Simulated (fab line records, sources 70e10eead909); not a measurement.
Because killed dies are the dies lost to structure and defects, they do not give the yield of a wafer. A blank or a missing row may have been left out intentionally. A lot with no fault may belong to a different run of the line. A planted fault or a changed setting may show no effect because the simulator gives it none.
A lot that was struck, set against a sound lot | flow nand-harc | 13 out of 1302 route steps
Sound: the wafers L121.3, L121.4, L121.5. Wafers struck: L138.2, L138.4, L138.5. The cause comes at the end.
Order at every step that has rows: each side's tool, ch and its chambers, its first start. Under that, the readings that differ: sound wafers | struck wafers | difference of the means | sigmas: that difference in standard deviations of wafers without a fault.
alike: a reading whose means differ by less than 2 such deviations, as well as words and numbers matching on both sides. not compared: withheld readings; readings where some wafer has no value; bounds like >300 that might hide an equal value; numbers whose values overlap and for which the record gives no deviation.
Wherever a step has rows on one side only, a row that says differs or no value, or a row with sigmas, the two part there. Non-overlapping numbers with no deviation appear without sigmas and do not part them. A reading missing from all wafers of one side parts the sides only when that side holds two or more wafers.

first, 1 step without rows for these wafers: NHARC_P_CONTACT_SRD_26.
NHARC_P_CONTACT_INSPECT_27:
  struck on defect-inspect-01, day 13 15:58; sound on defect-inspect-01, day 6 09:32
  alike: raw-defect-count
then, 9 steps without rows for these wafers: NHARC_P_M0_DEP_00 (deposits SiOC, target thk 150 nm); NHARC_P_M0_DEHYDRATE_01 (time 120 s); NHARC_P_M0_HMDS_02 (time 30 s); NHARC_P_M0_COAT_33 (time 65 s); NHARC_P_M0_COAT_03 (resist thk 90 nm); NHARC_P_M0_SOFTBAKE_04 (time 55 s); NHARC_P_M0_EBR_05; NHARC_P_M0_EXPOSE_06 (exposes mask P M0, target cd 90 nm); NHARC_P_M0_PEB_07 (peb time 65 s).
NHARC_P_M0_DEVELOP_08: develop time 35 s.
  struck on litho-track-04, day 13 16:00; sound on litho-track-04 ch 0, day 6 10:00
  no value came back on the struck wafers for chill-plate-temp-C (C), develop-time-s (s); on the sound wafers chill-plate-temp-C (C) reads 22.85 22.94 22.84
NHARC_P_M0_CD_MEAS_09: target cd 90 nm.
  sound on cd-sem-01 ch 0, day 6 10:19; struck on cd-sem-03 ch 0, day 13 16:52
  reading    | sound          | struck | difference                    | sigmas
  cd-nm (nm) | 89.7 91.2 91.8 | - - -  | no value on the struck wafers |

WHERE THEY PART
Earliest at NHARC_P_M0_DEVELOP_08; latest, in this record, at NHARC_P_M0_CD_MEAS_09.

WHY: what had been put in by the simulator
Step skipped in full: litho-track-04, at NHARC_P_M0_DEVELOP_08, from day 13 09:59 onward. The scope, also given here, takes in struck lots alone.
